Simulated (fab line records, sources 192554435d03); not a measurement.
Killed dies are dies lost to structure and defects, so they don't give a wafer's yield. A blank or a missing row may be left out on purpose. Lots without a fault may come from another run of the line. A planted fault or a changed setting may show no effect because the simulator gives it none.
Chamber matching | flow n5_finfet | N5_DUMMY_GATE_STRIP_48 on rie_diel-06: 4 sister chambers
The step strips in N2/H2, time 20 s. 7 wafers are shown with their chamber, then 8 later ones without.

WAFERS WITH THEIR CHAMBER
wafer  | chamber | showerhead_plenum_p_Torr (Torr) | drypump_motor_current_A (A)
L082.1 | 2       | 3.43                            | 5.1
L082.3 | 0       | 3.54                            | 5.3
L082.4 | 1       | 3.50                            | 6.0
L086.2 | 0       | 3.53                            | 5.3
L086.4 | 1       | 3.49                            | 5.9
L086.6 | 2       | 3.42                            | 5.1
L088.1 | 3       | 3.19                            | 4.9

WAFERS WITHOUT THEIR CHAMBER
wafer  | showerhead_plenum_p_Torr (Torr) | drypump_motor_current_A (A)
L088.5 | 3.49                            | 6.0
L088.6 | 3.19                            | 4.9
L092.1 | 3.49                            | 6.0
L092.4 | 3.42                            | 5.1
L092.6 | 3.19                            | 4.9
L097.1 | 3.42                            | 5.0
L097.4 | 3.49                            | 6.0
L097.5 | 3.52                            | 5.3

WHICH CHAMBER EACH WENT THROUGH
wafer  | from the rows above | in truth
L088.5 | 1                   | 1
L088.6 | 3                   | 3
L092.1 | 1                   | 1
L092.4 | 2                   | 2
L092.6 | 3                   | 3
L097.1 | 2                   | 2
L097.4 | 1                   | 1
L097.5 | 0                   | 0
Placed correctly: 8 of 8. Can't be placed from these rows: 0. Placed wrongly: 0.
How it was worked out, from the rows above alone: a wafer's distance from a chamber is the root of the sum, over the readings, of the square of ((its reading less the chamber's mean) divided by the reading's scatter). The wafer belongs to the nearest chamber; if the next one is less than 2 further off, it can't be placed. A chamber's mean is the mean of its shown wafers. The scatter: the root of (the sum of the squares of (reading less its chamber's mean) over the shown wafers, divided by (wafers less chambers)).
